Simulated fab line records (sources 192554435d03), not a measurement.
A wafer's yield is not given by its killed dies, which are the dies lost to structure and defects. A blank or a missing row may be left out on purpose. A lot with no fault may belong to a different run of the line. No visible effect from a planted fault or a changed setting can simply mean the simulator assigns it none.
Matching of chambers | flow n5 finfet | N5_PASSIVATION_PASS_ETCH_74 on rie diel-02: 4 sister chambers
The step etches SiNx in CF4/O2, target depth 220 nm, time 110 s. 8 wafers are shown with their chamber, then 9 later ones without.

WAFERS PAIRED WITH THEIR CHAMBERS
wafer  | chamber | throttle valve pct (%) | oes product au (a.u.)
L084.1 | 0       | 15.50                  | 0.84
L084.6 | 2       | 16.23                  | 0.67
L085.1 | 1       | 15.89                  | 0.76
L085.4 | 3       | 16.15                  | 0.70
L085.5 | 0       | 15.51                  | 0.84
L088.2 | 1       | 15.91                  | 0.77
L088.4 | 2       | 16.26                  | 0.67
L088.6 | 3       | 16.17                  | 0.70

WAFERS WHOSE CHAMBER IS MISSING
wafer  | throttle valve pct (%) | oes product au (a.u.)
L091.1 | 15.91                  | 0.75
L091.2 | 15.52                  | 0.83
L091.3 | 16.16                  | 0.69
L091.4 | 16.26                  | 0.67
L091.5 | 16.17                  | 0.69
L091.6 | 16.25                  | 0.67
L097.1 | 16.30                  | 0.66
L097.2 | 16.20                  | 0.68
L097.6 | 16.20                  | 0.68

WHICH CHAMBER EACH WENT THROUGH
wafer  | from the rows above | in truth
L091.1 | 1                   | 1
L091.2 | 0                   | 0
L091.3 | 3                   | 3
L091.4 | 2                   | 2
L091.5 | 3                   | 3
L091.6 | 2                   | 2
L097.1 | 2                   | 2
L097.2 | 2                   | 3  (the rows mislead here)
L097.6 | 2                   | 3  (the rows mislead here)
Placed correctly: 7 of 9. Not placeable from these rows: 0. Placed wrongly: 2.
How it was worked out, from the rows above alone: a wafer's distance from a chamber is the root of the sum, over the readings, of the square of ((its reading less the chamber's mean) divided by the reading's scatter). The wafer belongs to the nearest chamber; if the next one is less than 2 further off, it can't be placed. A chamber's mean is the mean of its shown wafers. How the scatter is found: for the shown wafers, subtract from each reading the mean of its chamber, square and add these, divide the total by (wafers less chambers), then take the root.
